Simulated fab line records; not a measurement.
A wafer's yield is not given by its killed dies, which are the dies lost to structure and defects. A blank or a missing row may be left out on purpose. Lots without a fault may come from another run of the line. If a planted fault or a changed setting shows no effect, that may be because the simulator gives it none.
Matching of chambers -- flow n5-finfet -- N5_BEOL_M0_STRIP_140 on rie-diel-03 has 4 sister chambers
The step strips in CF4. 22 wafers are shown with their chamber, then 11 later ones without.

## WAFERS WITH THEIR CHAMBER
wafer,chamber,throttle-valve-pct (%),showerhead-plenum-p-Torr (Torr),oes-product-au (a.u.)
L075.2,0,13.34,1.74,0.90
L075.4,3,13.72,1.78,0.70
L075.5,2,13.30,1.77,0.87
L074.1,3,13.71,1.78,0.69
L074.3,2,13.27,1.77,0.85
L074.5,0,13.36,1.74,0.89
L078.1,1,13.64,1.78,0.71
L078.5,2,13.31,1.76,0.84
L078.6,3,13.74,1.78,0.70
L081.1,3,13.78,1.78,0.69
L081.3,2,13.33,1.76,0.84
L081.6,1,13.67,1.77,0.70
L082.1,2,13.31,1.76,0.84
L082.3,0,13.38,1.74,0.86
L082.6,0,13.39,1.74,0.85
L084.1,2,13.32,1.76,0.83
L084.5,2,13.33,1.76,0.83
L084.6,3,13.76,1.78,0.69
L086.1,0,13.41,1.74,0.84
L086.4,1,13.68,1.77,0.69
L086.5,1,13.69,1.77,0.70
L088.1,2,13.33,1.76,0.83

SIGNATURES (averages over the wafers above)
reading,chamber 0,chamber 1,chamber 2,chamber 3,scatter within a chamber
throttle-valve-pct,13.3760,13.6700,13.3125,13.7420,0.0242
showerhead-plenum-p-Torr,1.7400,1.7725,1.7625,1.7800,0.00354
oes-product-au,0.8680,0.7000,0.8412,0.6940,0.0154
Rule: a wafer lies at a distance from a chamber equal to the root of the sum of squares, over the readings, of (its reading less the chamber's mean, divided by the reading's scatter). The wafer belongs to the nearest chamber; if the next one is less than 2 further off, it can't be placed. How the scatter is found: for the shown wafers, subtract from each reading the mean of its chamber, square and add these, divide the total by (wafers less chambers), then take the root.

## WAFERS WITHOUT THEIR CHAMBER
wafer,throttle-valve-pct (%),showerhead-plenum-p-Torr (Torr),oes-product-au (a.u.)
L088.2,13.40,1.74,0.84
L088.4,13.78,1.77,0.69
L091.4,13.44,1.73,0.83
L091.5,13.42,1.73,0.84
L091.6,13.71,1.77,0.69
L094.4,13.81,1.77,0.69
L094.5,13.38,1.75,0.81
L094.6,13.80,1.77,0.68
L095.1,13.39,1.75,0.80
L095.3,13.45,1.73,0.82
L095.6,13.43,1.73,0.82

## WHICH CHAMBER EACH WENT THROUGH
wafer,from the rows above,in truth
L088.2,0,0
L088.4,can't be placed: 3 or 1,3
L091.4,0,0
L091.5,0,0
L091.6,can't be placed: 1 or 3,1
L094.4,can't be placed: 3 or 1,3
L094.5,can't be placed: 0 or 2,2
L094.6,can't be placed: 3 or 1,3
L095.1,can't be placed: 0 or 2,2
L095.3,0,0
L095.6,0,0
Placed correctly: 5 of 11. Unplaceable from these rows: 6, with the true chamber sitting among the candidates in 6. Number placed wrongly: 0.
